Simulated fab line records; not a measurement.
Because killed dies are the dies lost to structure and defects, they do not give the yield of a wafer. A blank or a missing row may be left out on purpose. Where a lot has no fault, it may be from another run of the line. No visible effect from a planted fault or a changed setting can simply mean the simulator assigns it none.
A lot that was struck, set against a sound lot / flow nand_harc / 14 steps out of a route of 1302
Sound: the wafers L767.1, L767.2, L767.6. Struck: wafer L775.4 (L775.3, L775.5, from the same lot, were not struck and are left out); the cause is given at the end.
At each step with rows: each side's tool, then ch and its chambers, then its first start. Under that, the readings that differ: sound wafers / struck wafers / difference of the means / sigmas: that difference in standard deviations of wafers without a fault.
alike: readings with means less than 2 such deviations apart, plus words and numbers identical on both sides. not compared: withheld readings, readings lacking a value on some wafer, bounds such as >300 that could conceal the same value, and numbers that have no deviation in the record and whose values overlap.
A row with sigmas, a row that says differs or no value, or rows on one side alone: a step with any of these is where the two part. Non-overlapping numbers with no deviation appear without sigmas and do not part them. A reading that every wafer of one side lacks parts them only if that side has two wafers or more.

NHARC_A_CONTACT_DESCUM_13: chemistry O2, time 3 s.
  sound on rie_diel-03 ch 0,1, day 24 20:17; struck on rie_diel-03 ch 2, day 28 11:15
  alike: chamber_pressure_mTorr, drypump_motor_current_A, oes_product_au, rf_vpp_V, showerhead_plenum_p_Torr, throttle_valve_pct
  not compared: rf_hours_counter_h
NHARC_A_CONTACT_ETCH_88: etches the open film in CF4, target depth 39 nm, time 65 s.
  sound on rie_diel-03 ch 1,2, day 24 20:22; struck on rie_diel-03 ch 3, day 28 11:20
  alike: chamber_pressure_mTorr, drypump_motor_current_A, oes_product_au, rf_vpp_V, run_length_s, showerhead_plenum_p_Torr, throttle_valve_pct
  not compared: rf_hours_counter_h
then, 5 steps without rows for these wafers: NHARC_A_CONTACT_ETCH_89 (etches the open film in N2/H2, target depth 260 nm, time 475.3 s); NHARC_A_CONTACT_ETCH_30 (etches the open film in CF4/CHF3, target depth 72.6 nm, time 36.3 s); NHARC_A_CONTACT_ETCH_31 (etches the open film in O2/COS, target depth 2800 nm, time 728 s); NHARC_A_CONTACT_ETCH_134 (etches the open film in C4F8/O2/Ar, time 140 s, target depth 700 nm); NHARC_A_CONTACT_ETCH_135 (etches the open film in C4F8/O2/Ar, time 311 s, target depth 1912 nm).
NHARC_A_CONTACT_ETCH_136: etches the open film in C4F8/O2/Ar, time 311 s, target depth 1912 nm.
  sound on har_cap_etch-03 ch 0,1, day 24 21:53; struck on har_cap_etch-02 ch 1, day 28 12:56
  alike: chamber_pressure_mTorr, oes_air_line_au
  not compared: rf_hours_counter_h, run_length_s
then, 2 steps without rows for these wafers: NHARC_A_CONTACT_ETCH_137 (etches the open film in C4F8/O2/Ar, time 311 s, target depth 1912 nm); NHARC_A_CONTACT_ETCH_138 (etches the open film in C4F8/O2/Ar, time 311 s, target depth 1914 nm).
NHARC_A_CONTACT_ETCH_139: etches the open film in C4F8/O2/Ar, time 195 s, target depth 840 nm.
  sound on har_cap_etch-03 ch 0,1, day 24 22:41; struck on har_cap_etch-02 ch 1, day 28 13:44
  alike: chamber_pressure_mTorr, oes_air_line_au, run_length_s
  not compared: rf_hours_counter_h
NHARC_A_CONTACT_ETCH_92: etches the open film in CH3F/O2, target depth 40 nm, time 85.7 s.
  sound on rie_diel-08 ch 2,3, day 24 23:15; struck on rie_diel-03 ch 2, day 28 14:13
reading=rf_vpp_V (V); sound=243.2 244.0 243.2; struck=248.1; difference=+4.6; sigmas=+2
  alike: chamber_pressure_mTorr, drypump_motor_current_A, oes_product_au, run_length_s, showerhead_plenum_p_Torr, throttle_valve_pct
  not compared: rf_hours_counter_h
NHARC_A_CONTACT_ETCH_98: etches the open film in C4F6/O2, target depth 20 nm, time 10 s.
  sound on rie_diel-08 ch 0,2,3, day 24 23:23; struck on rie_diel-03 ch 3, day 28 14:21
reading=run_length_s (s); sound=31.30 31.91 31.20; struck=27.63; difference=-3.84; sigmas=-14
  alike: chamber_pressure_mTorr, drypump_motor_current_A, oes_product_au, rf_vpp_V, showerhead_plenum_p_Torr, throttle_valve_pct
  not compared: rf_hours_counter_h
NHARC_A_CONTACT_CD_MEAS_15:
  sound on cd_sem-02 at day 24 23:28; struck on cd_sem-02 at day 28 14:26
  alike: cd_nm

WHERE THEY PART
At NHARC_A_CONTACT_ETCH_92 first; at NHARC_A_CONTACT_ETCH_98 last (within this record only). Later steps at which nothing parts them and some readings are alike: NHARC_A_CONTACT_CD_MEAS_15.

WHY: what had been put in by the simulator
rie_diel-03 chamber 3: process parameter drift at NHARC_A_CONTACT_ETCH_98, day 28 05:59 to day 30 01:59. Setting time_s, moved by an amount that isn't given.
